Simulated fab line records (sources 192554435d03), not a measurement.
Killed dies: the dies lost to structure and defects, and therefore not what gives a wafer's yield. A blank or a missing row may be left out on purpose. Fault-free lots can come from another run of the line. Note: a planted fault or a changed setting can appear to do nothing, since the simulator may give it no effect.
Chamber matching || flow n5 finfet || cvd co-02 running N5_BEOL_M4_CO_CAP_55: 3 sister chambers
The step material Co, precursor CCTBA/H2, target thk 2 nm, time 102.1 s. 16 wafers are shown with their chamber, then 7 later ones without.

## WAFERS, EACH WITH ITS CHAMBER
{"wafer": "L986.2", "chamber": 0, "heater power w (W)": 218}
{"wafer": "L986.4", "chamber": 2, "heater power w (W)": 216}
{"wafer": "L986.5", "chamber": 1, "heater power w (W)": 261}
{"wafer": "L987.1", "chamber": 1, "heater power w (W)": 259}
{"wafer": "L987.4", "chamber": 0, "heater power w (W)": 221}
{"wafer": "L987.5", "chamber": 1, "heater power w (W)": 263}
{"wafer": "L992.2", "chamber": 1, "heater power w (W)": 255}
{"wafer": "L992.3", "chamber": 0, "heater power w (W)": 215}
{"wafer": "L992.4", "chamber": 1, "heater power w (W)": 261}
{"wafer": "L101.1", "chamber": 2, "heater power w (W)": 222}
{"wafer": "L101.3", "chamber": 1, "heater power w (W)": 254}
{"wafer": "L101.5", "chamber": 2, "heater power w (W)": 218}
{"wafer": "L103.1", "chamber": 2, "heater power w (W)": 227}
{"wafer": "L103.3", "chamber": 1, "heater power w (W)": 256}
{"wafer": "L103.4", "chamber": 2, "heater power w (W)": 209}
{"wafer": "L105.2", "chamber": 0, "heater power w (W)": 219}

SIGNATURES (means of the wafers above)
{"reading": "heater power w", "chamber 0": 218.25, "chamber 1": 258.43, "chamber 2": 218.40, "scatter within a chamber": 4.57}
Rule: for each reading, subtract the chamber's mean from the wafer's reading, divide by that reading's scatter and square the result; add these up over the readings and take the root, which gives the wafer's distance from the chamber. If the next closest chamber is less than 2 further off than the closest, the wafer can't be placed; otherwise it belongs to the closest. How the scatter is found: for the shown wafers, subtract from each reading the mean of its chamber, square and add these, divide the total by (wafers less chambers), then take the root.

## WAFERS WITHOUT THEIR CHAMBER
{"wafer": "L105.5", "heater power w (W)": 224}
{"wafer": "L107.3", "heater power w (W)": 261}
{"wafer": "L107.5", "heater power w (W)": 221}
{"wafer": "L107.6", "heater power w (W)": 225}
{"wafer": "L106.2", "heater power w (W)": 263}
{"wafer": "L106.3", "heater power w (W)": 221}
{"wafer": "L106.5", "heater power w (W)": 227}

## THE CHAMBER EACH PASSED THROUGH
{"wafer": "L105.5", "from the rows above": "can't be placed: 2 or 0", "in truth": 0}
{"wafer": "L107.3", "from the rows above": 1, "in truth": 1}
{"wafer": "L107.5", "from the rows above": "can't be placed: 2 or 0", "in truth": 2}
{"wafer": "L107.6", "from the rows above": "can't be placed: 2 or 0", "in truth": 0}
{"wafer": "L106.2", "from the rows above": 1, "in truth": 1}
{"wafer": "L106.3", "from the rows above": "can't be placed: 2 or 0", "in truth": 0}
{"wafer": "L106.5", "from the rows above": "can't be placed: 2 or 0", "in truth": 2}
2 of 7 placed correctly. Not placeable from these rows: 5 (in 5, the candidates include the true chamber). Placed wrongly: 0.
